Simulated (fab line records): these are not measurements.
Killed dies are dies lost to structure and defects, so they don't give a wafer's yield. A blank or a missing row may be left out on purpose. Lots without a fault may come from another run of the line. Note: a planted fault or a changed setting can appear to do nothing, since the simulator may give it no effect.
The tool behind it: which one? | flow nand_harc | 6 lots with 18 wafers sampled at 6 steps, on a route of 1302 steps

## WHAT EACH GAUGE READ, for each wafer
NHARC_END_SORT_01.
lot | measured | on | defect_limited_yield (%)

## WHICH TOOL RAN EACH LOT (tool, then ch and the chambers of the sampled wafers, then the start)
lot  | NHARC_P_M2_ETCH_28                            | NHARC_P_M2_PRE_CLEAN_30                 | NHARC_P_M2_ECD_22              | NHARC_P_M2_CMP_23            | NHARC_P_M2_DEP_33
L718 | rie_diel-05 ch 0,2, day 7 01:53 or earlier    | pvd_sputter-03, day 7 01:53 or earlier  | ecd_cu-01 ch 0,1, day 7 01:53  | cmp-03 ch 0,1, day 7 02:37   | pecvd-01 ch 0,1,2, day 7 03:14
L721 | rie_diel-05 ch 1,2,3, day 8 01:26 or earlier  | pvd_sputter-02, day 8 01:26 or earlier  | ecd_cu-02 ch 0,1, day 8 01:26  | cmp-02 ch 0,1, day 8 02:04   | pecvd-01 ch 0,1,2, day 8 02:43
L725 | rie_diel-05 ch 1,2,3, day 9 18:02 or earlier  | pvd_sputter-01, day 9 18:02 or earlier  | ecd_cu-02 ch 0,1, day 9 18:02  | cmp-02 ch 0,1,3, day 9 18:47 | pecvd-01 ch 0,1,2, day 9 19:23
L727 | rie_diel-03 ch 0,2, day 10 19:26 or earlier   | pvd_sputter-03, day 10 19:26 or earlier | ecd_cu-02 ch 0,1, day 10 19:26 | cmp-03 ch 0,3, day 10 20:10  | pecvd-01 ch 0,1, day 10 20:47
L737 | rie_diel-05 ch 0,2,3, day 14 13:29 or earlier | pvd_sputter-02, day 14 13:29 or earlier | ecd_cu-02 ch 0,1, day 14 13:29 | cmp-04 ch 1,2, day 14 14:06  | pecvd-01 ch 0,1, day 14 14:46
L740 | rie_diel-05 ch 1,2,3, day 15 18:20 or earlier | pvd_sputter-02, day 15 18:20 or earlier | ecd_cu-01 ch 0,1, day 15 18:20 | cmp-02 ch 0,3, day 15 19:04  | pecvd-03 ch 0,1, day 15 19:44
- NHARC_P_M2_ETCH_28: etches the open film in CF4/N2, target depth 30 nm, time 72.99 s.
- NHARC_P_M2_PRE_CLEAN_30: time 30 s.
- NHARC_P_M2_ECD_22: material Cu, target thk 400 nm.
- NHARC_P_M2_CMP_23: polishes, t overpolish 20 s, target thk 144.3 nm.
- NHARC_P_M2_DEP_33: deposits SiCN, target thk 30 nm.

## THE ANSWER, worked out from the rows above alone
Rule: the lots themselves supply what counts as usual. The widest of any qualifying gaps counts: lots, ordered by their means at a reading, are off when they make up no more than a third of the lots, leave a main group of 4 or more, and stand apart from it by 3 or more times the standard deviation of that group's means. A main group is skipped when, at the precision printed for the reading in the tables above, its means are all equal. Also off: a lot with no number at a reading for which 4 or more lots have one. All remaining lots with rows at the step are treated as sound.
No lot is off at any reading shown: from this, nothing can be told.

## WHAT THE SIMULATOR PUT IN
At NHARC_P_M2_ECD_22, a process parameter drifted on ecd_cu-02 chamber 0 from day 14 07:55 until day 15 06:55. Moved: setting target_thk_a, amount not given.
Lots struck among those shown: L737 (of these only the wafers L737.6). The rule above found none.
